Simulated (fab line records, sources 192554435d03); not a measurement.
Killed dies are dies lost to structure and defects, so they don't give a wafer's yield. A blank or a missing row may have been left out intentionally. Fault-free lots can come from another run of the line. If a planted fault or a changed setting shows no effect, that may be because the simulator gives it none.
fab line records ; flow n5Finfet
record: lots: 3; wafers: 9; lastDay: 17
route steps=1938 shown BEOL_M1@789 BEOL_M4@1111 PASSIVATION@1936
lots untouched by any fault: they come from a run of this same line in which no faults occurred
startH: start of the lot's first displayed wafer, in hours after the record's first day ; waitH: time in hours since the lot's previous step ; " unchanged from the row above ; L1.1+2: one row covering several wafers at once ; - no value present, or no start provided ; * or withheld: withheld ; < > ~ a bound
route shown NAME@n: NAME is a module with steps in the file, n the number in the route of the first one ; usual: the fault-free wafers' mean and standard deviation ; same: alike in all rows ; chamber/n: place in a boat ; sites: per-site readings ; _std_site: their standard deviation ; _edge_site: outer sites' mean less inner sites' ; radiusMm: for every site, how far away it sits from the centre of the wafer ; mask NAME#n: copy n ; behind: tool/chamber where the wafer was last shaped ; hold: cause of the lot's hold/its duration in hours/its outcome ; device: transistor that didn't switch, given as n, p or np ; end of line: tests run on the same wafers once the route is complete ; for a step that has no rows: nothing shown but its recipe ; killed: the dies lost at the first sort to structure and to defects; this is not the yield of the wafer ; map: per-die view of a wafer (x killed, . not killed, _ where there is no die)
set.NAME: setting as actually run; set.NAME@STEP: the setting as run at that earlier step ; model.NAME: the simulator's own value behind a step, which no gauge read
lots seen at some steps along the route; tables by step, rows by wafer
services: from which hour (startH, from the record's first day; less than 0 if before it) a tool's chamber was out of use, for how many hours, and why
== steps ==
step: N5_BEOL_M1_DESCUM_33
recipe: chemistry: O2; timeS: 7; sourcePowerW: 50; biasPowerW: 20; pressureMtorr: 20; rfFrequencyHz: 2.712e+07; tempC: 40; resist: CAR-EUV; o2FlowSccm: 225
step: N5_BEOL_M1_ETCH_77
recipe: chemistry: N2/H2; target: underlayer; targetDepthA: 65; maskMaterial: CAR-EUV; timeS: 5.2; ionEnergyEv: 200; pressureMtorr: 30; sourceW: 840; biasW: 150; n2FlowSccm: 200; h2FlowSccm: 200; ends: cleared
step: N5_BEOL_M1_ETCH_69
recipe: chemistry: CF4; target: SiARC; targetDepthA: 156; maskMaterial: CAR-EUV; timeS: 26; ionEnergyEv: 80; pressureMtorr: 40; sourceW: 545; biasW: 36; Ar_flow_sccm: 100; cf4FlowSccm: 100; ends: cleared
step: N5_BEOL_M1_ALD_98
recipe: material: SiO2; targetThkA: 25; tempC: 100; aldPrecursorFamily: BDEAS; aldCoReactant: O2-plasma; pulseTimeS: 1; coReactantPulseTimeS: 1; purgeTimeS: 2; coReactantPurgeTimeS: 2; aldCycles: 17; pressureTorr: 2
step: N5_BEOL_M1_ETCHBACK_99
recipe: chemistry: CHF3; target: SiO2; targetDepthA: 50; timeS: 10.4; sourceW: 215; biasW: 47; Ar_flow_sccm: 200; CHF3_flow_sccm: 12; ionEnergyEv: 100; pressureMtorr: 30
step: N5_BEOL_M1_ETCH_70
recipe: chemistry: N2/H2; target: SOC; targetDepthA: 800; overetchA: 160; maskMaterial: SiARC; tempC: 40; timeS: 120; ionEnergyEv: 200; pressureMtorr: 30; sourceW: 840; biasW: 150; n2FlowSccm: 200; h2FlowSccm: 200
step: N5_BEOL_M1_STRIP_71
recipe: chemistry: N2/H2; tempC: 40; n2FlowSccm: 200; h2FlowSccm: 200; rfFrequencyHz: 6e+07
step: N5_BEOL_M1_STRIP_78
recipe: chemistry: N2/H2; tempC: 40; n2FlowSccm: 200; h2FlowSccm: 200; rfFrequencyHz: 6e+07
step: N5_BEOL_M1_VIA_ETCH_34
recipe: chemistry: C4F6/O2; targetDepthA: 678; maskMaterial: SOC; pressureMtorr: 15; ionEnergyEv: 250; taperDeg: 4; timeS: 64.4; sourceW: 350; biasW: 170; Ar_flow_sccm: 300; C4F6_flow_sccm: 10; O2_flow_sccm: 10
step: N5_BEOL_M1_STRIP_83
recipe: chemistry: C4F6/O2; resist: SiARC; rfFrequencyHz: 6e+07
step: N5_BEOL_M1_STRIP_36
recipe: chemistry: N2/H2; powerW: 450; tempC: 40; pressureMtorr: 20; rfFrequencyHz: 6e+07; overashFraction: 0.3; biasPowerW: 7; h2Frac: 0.5; n2FlowSccm: 200; h2FlowSccm: 200
step: N5_BEOL_M1_TRENCH_ETCH_37
recipe: chemistry: C4F6/O2; targetDepthA: 552.07; target: SiOC; timeS: 29; ionEnergyEv: 250; pressureMtorr: 30; sourceW: 355; biasW: 185; Ar_flow_sccm: 300; C4F6_flow_sccm: 10; O2_flow_sccm: 10
usual: drypumpMotorCurrentA: 5.7/0.43; oes_o_777_au: 0.79/0.06; oesProductAu: 0.78/0.063; rfVppV: 665/14; showerheadPlenumPTorr: 2.85/0.095; throttleValvePct: 20.79/0.16
lot.wafer;tool;chamber;startH;waitH;drypumpMotorCurrentA;oes_o_777_au;oesProductAu;rfHoursCounterH;rfVppV;showerheadPlenumPTorr;throttleValvePct;model.etch.depthNm;model.BEOL_M1.featureDepthNm;model.TiN_of_BEOL_M1_HM_DEP_02.thkNm
L924.2;rieDiel-05;2;149.50;-;4.8;0.87;0.88;38;658;2.92;20.82;54.89;54.8;18
L924.4;rieDiel-05;1;149.50;-;6.5;0.67;0.67;250;678;2.80;21.00;55.41;55.4;18
L924.6;rieDiel-05;3;149.50;-;6.1;0.78;0.78;-;677;2.85;20.73;55.02;55;18
L939.1;rieDiel-05;3;235.81;-;6.1;0.75;0.76;166;677;2.84;20.78;54.89;54.8;18
L939.3;rieDiel-05;0;235.81;-;5.6;0.72;0.69;222;651;2.81;20.97;52.73;52.8;17.8
L939.4;rieDiel-05;1;235.81;-;6.5;0.89;1.22;21;681;2.79;20.76;87.62;87.6;17
L942.1;rieDiel-03;2;258.08;-;6.1;0.73;0.73;189;668;2.73;20.58;55.31;55.4;17.4
L942.4;rieDiel-03;0;258.08;-;5.5;0.74;0.74;189;681;2.81;20.61;55.12;55.2;17.6
L942.6;rieDiel-03;2;258.08;-;6.2;0.73;0.73;-;670;2.73;20.59;55.64;55.6;17.2
step: N5_BEOL_M1_ETCH_41
recipe: chemistry: CH3F/O2; target: SiCN; targetDepthA: 319; taperDeg: 2; timeS: 57.8; ionEnergyEv: 120; maskMaterial: TiN; pressureMtorr: 30; sourceW: 395; biasW: 75; Ar_flow_sccm: 150; CH3F_flow_sccm: 30; O2_flow_sccm: 20
step: N5_BEOL_M1_STRIP_97
recipe: chemistry: N2/H2; timeS: 10; powerW: 450; tempC: 40; pressureMtorr: 20; rfFrequencyHz: 6e+07; biasPowerW: 7; n2FlowSccm: 200; h2FlowSccm: 200
step: N5_BEOL_M1_OCD_MEAS_38
usual: trenchDepthNm: 55.0/1.1
lot.wafer;tool;chamber;startH;waitH;trenchDepthNm
L924.2;ocd-01;-;149.67;-;54.7
L924.4;ocd-01;-;149.67;-;55.3
L924.6;ocd-01;-;149.67;-;55.2
L939.1;ocd-02;-;235.96;-;54.5
L939.3;ocd-02;-;235.96;-;53.1
L939.4;ocd-02;-;235.96;-;87.4
L942.1;ocd-02;-;258.24;-;55.1
L942.4;ocd-02;-;258.24;-;55.0
L942.6;ocd-02;-;258.24;-;55.5
step: N5_BEOL_M1_HM_STRIP_39
recipe: chemistry: peroxideTinStrip; material: TiN; targetDepthA: 250; tempC: 50; timeS: 158
step: N5_BEOL_M1_SRD_40
recipe: timeS: 30; tempC: 23; rinseLiquid: diw; dry: ipaMarangoni
step: N5_BEOL_M1_PRECLEAN_42
recipe: chemistry: residueRemover; timeS: 60; tempC: 40
step: N5_BEOL_M1_SRD_43
recipe: timeS: 30; tempC: 23; rinseLiquid: diw; dry: ipaMarangoni
step: N5_BEOL_M1_DEGAS_44
recipe: ambient: vacuum; tempC: 250; timeS: 60
step: N5_BEOL_M1_PRE_CLEAN_45
recipe: gas: H2/He; timeS: 30; tempC: 250
step: N5_BEOL_M1_ALD_84
recipe: material: TaN; targetThkA: *; tempC: 275; aldPrecursorFamily: PDMAT; aldCoReactant: NH3; pressureTorr: 3; carrierFlowSccm: 1500; pulseTimeS: 2; purgeTimeS: 3; coReactantPurgeTimeS: 2; coReactantPulseTimeS: 3; aldCycles: 30; precursorVesselTempC: 75; precursorVesselPressureTorr: 26.25; precursorVesselCarrierSccm: 1000
step: N5_BEOL_M1_SURFACE_TREAT_85
recipe: gas: Ar; timeS: *; ionEnergyEv: *; ionCurrentMaCm2: 0.5; pressureMtorr: *; arFlowSccm: 30
step: N5_BEOL_M1_CVD_47
recipe: material: Co; targetThkA: 30; tempC: withheld; precursor: CCTBA/H2; pressureTorr: 30; timeS: 223.8
step: N5_BEOL_M1_SPUTTER_48
recipe: material: Cu; targetThkA: 45; tempC: -20; chamberPressurePa: 0.07; powerW: withheld; timeS: 8.29
step: N5_BEOL_M1_ANNEAL_49
recipe: tempC: 400; timeS: 240; ambient: vacuum
step: N5_BEOL_M1_SPUTTER_79
recipe: material: Cu; targetThkA: 45; tempC: -20; chamberPressurePa: 0.07; powerW: withheld; timeS: 8.29
step: N5_BEOL_M1_ANNEAL_80
recipe: tempC: 400; timeS: 240; ambient: vacuum
step: N5_BEOL_M1_SPUTTER_81
recipe: material: Cu; targetThkA: 45; tempC: -20; chamberPressurePa: 0.07; powerW: withheld; timeS: 8.29
step: N5_BEOL_M1_ANNEAL_82
recipe: tempC: 400; timeS: 240; ambient: vacuum
step: N5_BEOL_M1_SPUTTER_86
recipe: material: Cu; targetThkA: 45; tempC: -20; chamberPressurePa: 0.07; powerW: withheld; timeS: 8.29
step: N5_BEOL_M1_ANNEAL_87
recipe: tempC: 400; timeS: 240; ambient: vacuum
step: N5_BEOL_M1_SPUTTER_88
recipe: material: Cu; targetThkA: 45; tempC: -20; chamberPressurePa: 0.07; powerW: withheld; timeS: 8.29
step: N5_BEOL_M1_ANNEAL_89
recipe: tempC: 400; timeS: 240; ambient: vacuum
step: N5_BEOL_M1_SPUTTER_90
recipe: material: Cu; targetThkA: 45; tempC: -20; chamberPressurePa: 0.07; powerW: withheld; timeS: 8.29
step: N5_BEOL_M1_ANNEAL_91
recipe: tempC: 400; timeS: 240; ambient: vacuum
step: N5_BEOL_M1_SPUTTER_92
recipe: material: Cu; targetThkA: 45; tempC: -20; chamberPressurePa: 0.07; powerW: withheld; timeS: 8.29
step: N5_BEOL_M1_ANNEAL_93
recipe: tempC: 400; timeS: 240; ambient: vacuum
step: N5_BEOL_M1_SPUTTER_94
recipe: material: Cu; targetThkA: 45; tempC: -20; chamberPressurePa: 0.07; powerW: withheld; timeS: 8.29
step: N5_BEOL_M1_ANNEAL_95
recipe: tempC: 400; timeS: 240; ambient: vacuum
step: N5_BEOL_M4_RC_MEAS_101
usual: DIBL_N: 36.7/1.8; DIBL_P: 37.0/2.4; IOFF_N: 0.17/0.036; IOFF_P: 0.22/0.042; ION_N: 673/12; ION_P: 462/8.5; SS_N: 71.7/0.62; SS_P: 73.4/0.65; VT_N: 250/3.7; VT_P: -250/3.7
lot.wafer;tool;chamber;startH;waitH;DIBL_N[mV/V];DIBL_P[mV/V];IOFF_N[nA/um];IOFF_P[nA/um];ION_N[uA/um];ION_P[uA/um];SS_N[mV/dec];SS_P[mV/dec];VT_N[mV];VT_P[mV]
L924.2;prober-02;0;212.04;0.2;38.0;37.8;0.19;0.25;668;468;72.2;73.8;247;-246
L924.4;prober-02;0;212.04;0.2;37.3;37.7;0.17;0.25;691;476;72.1;73.3;248;-247
L924.6;prober-02;0;212.04;0.2;37.4;36.1;0.16;0.22;666;460;71.7;72.8;252;-249
L939.1;prober-02;0;286.97;0.0;36.8;32.7;0.16;0.18;669;457;72.3;72.2;248;-247
L939.3;prober-02;0;286.97;0.0;36.5;35.0;0.17;0.21;688;467;71.5;73.1;247;-249
L942.1;prober-02;0;302.34;0.0;36.5;35.1;0.15;0.22;676;466;71.7;73.6;252;-247
L942.4;prober-02;0;302.34;0.0;35.2;32.7;0.12;0.19;675;467;71.4;72.6;252;-249
L942.6;prober-02;0;302.34;0.0;39.4;37.9;0.21;0.29;675;466;72.2;73.9;247;-241
step: N5_PASSIVATION_PROBE_49
usual: defectLimitedYield: 91.1/1.4; killed_at_M0_to_M3: 32/9.3; killed_at_M4_up: 13/5.8; killedAtContacts: 12/6.3; killedAtFrontEnd: 44/12; killedAtOther: 3.6/2.7; killedDies: 104/17; killedOnRim: 14/3.9; killedOpen: 69/13; killedShort: 34/6.9; sort_bin_5_function: 5.2/0.98; sort_bin_6_memory: 3.3/0.59; sortNPass: 1075/17; sortYieldPct: 91.1/1.4
same: grossDies: 1180; killedAtBackSide: 0; sort_bin_4_leakage[%]: 0; sort_bin_8_speed[%]: 0
lot.wafer;tool;chamber;startH;waitH;defectLimitedYield[%];killed_at_M0_to_M3;killed_at_M4_up;killedAtContacts;killedAtFrontEnd;killedAtOther;killedDies;killedOnRim;killedOpen;killedShort;sort_bin_5_function[%];sort_bin_6_memory[%];sortNPass;sortYieldPct[%]
L939.1;prober-01;-;392.15;0.0;89.9;37;15;15;46;6;119;15;83;36;6.2;3.0;1061;89.9
L939.3;prober-01;-;392.25;0.1;93.0;29;6;16;30;2;83;13;56;27;4.2;2.5;1097;93.0
L939.4;prober-01;-;392.30;0.2;3.6;1048;15;21;47;6;1137;146;77;32;5.4;3.5;43;3.6
L942.1;prober-02;-;408.54;0.0;92.1;31;5;10;45;2;93;10;62;29;4.9;2.6;1087;92.1
L942.4;prober-02;-;408.69;0.2;91.4;46;12;8;33;3;102;14;74;26;5.2;3.3;1078;91.4
L942.6;prober-02;-;408.79;0.3;90.8;41;8;8;47;4;108;16;61;37;5.4;3.1;1072;90.8
killed by level:class
L939.1 STI_FIN_REVEAL:geometricParticle:open=14 MOL_CONTACT_COAG:geometricParticle:open=13 FIN_SAQP:geometricParticle:short=9 BEOL_M0_SAQP:geometricParticle:open=9 BEOL_M3:geometricParticle:open=8 BEOL_M1:geometricParticle:open=7 BEOL_M2:geometricParticle:open=7 BEOL_M0_SAQP:geometricParticle:short=6
L939.3 MOL_CONTACT_COAG:geometricParticle:open=14 BEOL_M0_SAQP:geometricParticle:open=9 BEOL_M0_SAQP:geometricParticle:short=7 BEOL_M2:geometricParticle:open=5 FIN_SAQP:geometricParticle:open=4 STI_FIN_REVEAL:geometricParticle:open=4 DUMMY_GATE:geometricParticle:open=4 BEOL_M3:geometricParticle:open=4
L939.4 BEOL_M1:areaEtch=1021 MOL_CONTACT_COAG:geometricParticle:open=18 FIN_SAQP:geometricParticle:open=10 BEOL_M0_SAQP:geometricParticle:short=8 BEOL_M7:geometricParticle:open=8 GATE_CUT:geometricParticle:short=7 BEOL_M2:geometricParticle:open=7 HKMG_FIN:areaEtch=7
L942.1 STI_FIN_REVEAL:geometricParticle:open=13 FIN_SAQP:geometricParticle:open=12 BEOL_M0_SAQP:geometricParticle:short=9 FIN_SAQP:geometricParticle:short=8 BEOL_M0_SAQP:geometricParticle:open=8 BEOL_M2:geometricParticle:open=8 MOL_CONTACT_COAG:geometricParticle:open=7 MOL_CONTACT_COAG:geometricParticle:short=3
L942.4 BEOL_M2:geometricParticle:open=14 BEOL_M0_SAQP:geometricParticle:open=12 FIN_SAQP:geometricParticle:short=9 BEOL_M4:geometricParticle:open=9 FIN_SAQP:geometricParticle:open=8 MOL_CONTACT_COAG:geometricParticle:open=8 BEOL_M0_SAQP:geometricParticle:short=8 STI_FIN_REVEAL:geometricParticle:open=4
L942.6 FIN_SAQP:geometricParticle:open=11 BEOL_M0_SAQP:geometricParticle:short=10 BEOL_M0_SAQP:geometricParticle:open=8 STI_FIN_REVEAL:geometricParticle:open=7 BEOL_M2:geometricParticle:open=7 BEOL_M1:geometricParticle:open=6 FIN_SAQP:geometricParticle:short=5 HKMG_FIN:areaEtch=5
map L939.4 (x killed, . not)
_________________xx.xxxxxxxxx________________
______________xxxxxxxxxxxxxx.xxx_____________
___________xxxxxxxxxxxxxxxxxxxxxxxx__________
__________xxxxxxxxxxxxxx.xxxxxxxxxxx_________
________xxxxxxxxxxxxxxxxxxxxxxxxxxxxxx_______
_______xxxxxxxxxxxxxxxxxxxxxxxxxxxxxxxx______
______xxxxxxxxxxxxxxxxxx.xxxxxxxxxxxxxxx_____
_____xxxxxxxx.xxxxxxxxx.xxxxxxxxx.xxxxxxx____
____xxxxxx.xxxxxxxxxxxxxxxxxxxxxxxxxxxxxxx___
___.xxxxxxx.xxxxxxxxxxxxxxxxxxxxxxxxxxxx.xx__
___xxxxxxxxxxxxxxxxxxxxxxxxxxxxxxxxxxxxxxxx__
__xx.xxxxxxxxxxxxxxxxxxxxxxxxxxxxxxxxx.xxxxx_
__xxxx.xxxxxxxxxxxxxxxxxxxxxxxxxxxxxxxxxxxxx_
_xxxxxxxxxxxxxxxxxxxx.xxxxxxxxxxxxxxxx.xxxxxx
_xxxxxxxxxxxxxxxxxxxxxxxxxxxxxxxxxxxxxxxxx.xx
_xxxxxxxxxxxxxx.xxxxxxxxxxxxxxxxxxxxxxxxxxxxx
_xxxxxxxxxxxxxxxxxxxxx.xxxxxxxxxxxxxxxxxxxxxx
_xxxxxxxxxxxxxxxxxxxxxxxxxxxxx.xxxxxxxxxxxxxx
_xxx.xxxx.xxxxxxxxxxxxxxxx.xxxxxxxxxxxxxxxxxx
_xxxxxxxxxxxxxxxxxxxxxxxxxxxxxxxxxxxx.xxxxxxx
_xxxxxxxxxxxxxxxxxxxxxxxxxxxxxxxxxxxxxxxxxxxx
__xxxxxxxxx.xxxxxxxxxxx..xxxxxxxxxxx.xxxxx.x_
__xxxxxxxxxxxxxxxxxxxxxxxxx.xxx.xxxxxxxxxxxx_
___xxxxxxxxxxxxxxxxxxxxxxxxxxxxxxxxxxxxxxxx__
___xxxxxxxxxxxxxxxxxxxxxxxxxxx.xxxxxxxx.xxx__
____xxxxxxxxxxxxxxxxxxxxxxxxxxxxxxxxxxxxxx___
_____xxxxxxxxxxxxxxxxxxxxxxxxxxxx.xxx.xxx____
______xxxxxxxxxxxxxxxxxxxxxxxxxxxxxxxxxx_____
_______xxxxxxxxxxxxxxxxxxxxxxx.xxxxx.xx______
________xxxxxxxxxxxxxxxxxxxxxxxxxxx.xx_______
__________xxxxxxx.xxxxxxxxxxxxxxxxxx_________
___________xxxx.xxxxxxxxxxxxx.xxxxx__________
______________xxxxxxxxxxxxxxxxxx_____________
_________________xxxxxxx.xx.x________________
map L924.2 (x killed, . not)
_________________............________________
______________...........x......_____________
___________x..x....x..............x__________
__________....x....................x_________
________...................x.x.x......_______
_______............xx...............x..______
______..........x.....x.....x..........._____
_____x....x.........................x....____
____...........................x..........___
___.......................x...........x....__
___..x.............x.....x..x...x.........x__
__.......x............x......x...x.......x.._
__....xx.......x..............x....x......x._
_x.............x.....x....x....x.......x.....
_x...........................................
_xx...............x..............x..xxx..x.x.
_x....x..x....x......................x...x...
_.x.................x........................
_......x.....................................
_..xx.......................................x
_...........x.......x.x.................x...x
__.....x............x...x......x.....x......_
__x..............x................x....x..x._
___x......................x................__
___..................x....x................__
____.......x.......xx..............x......___
_____......x..........xx.....x.xx...x....____
______...................xx.x..........._____
_______.....x..........................______
________x.x..........................._______
__________..............x.........x._________
___________.......x................__________
______________.x.xxx.....x......_____________
_________________...........x________________
== services ==
tool;chamber;startH;hours;kind
rieDiel-05;1;134.88;12.3;repair
rieDiel-05;1;150.32;-;clean
rieDiel-05;1;150.32;-;consumableReplace:focusRing
rieDiel-05;1;150.32;18.0;scheduledDown
rieDiel-05;1;150.32;18.0;ventCycle
rieDiel-05;0;192.21;5.8;repair
rieDiel-05;-;195.70;0.7;repair
rieDiel-03;2;225.59;2.0;repair
rieDiel-05;0;241.22;3.8;repair
== key ==
firstSign: step: N5_BEOL_M1_TRENCH_ETCH_37; reading: oesProductAu; direction: up; sigmas: 7; usual: 0.78; struck: 1.22
effect: step: N5_BEOL_M1_OCD_MEAS_38; reading: trenchDepthNm; direction: up; sigmas: 29; usual: 55.0; struck: 87.4
effect: step: N5_PASSIVATION_PROBE_49; reading: killed_at_M0_to_M3; direction: up; sigmas: 99+; usual: 32; struck: 1048
modelEffect: step: N5_BEOL_M1_TRENCH_ETCH_37; value: etch.depthNm; without: 55.73; struck: 87.62
moreKillsBornAt: N5_BEOL_M1_TRENCH_ETCH_37@rieDiel-05: 1021
metAt N5_BEOL_M1_TRENCH_ETCH_37
struckWafers L939.4
laterRowsLeftOut L939.4
onsetBetween 149.50 235.81
fault: kind: processParameterDrift; tool: rieDiel-05; chamber: -; onsetH: 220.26; steps: N5_BEOL_M1_TRENCH_ETCH_37; channel: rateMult; offset: 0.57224; shape: step; endH: 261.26; scope: struckWafersOnly
laterRowsLeftOut: the simulator's readings of these wafers behind a module that went badly wrong aren't trusted and aren't shown, but for the sort
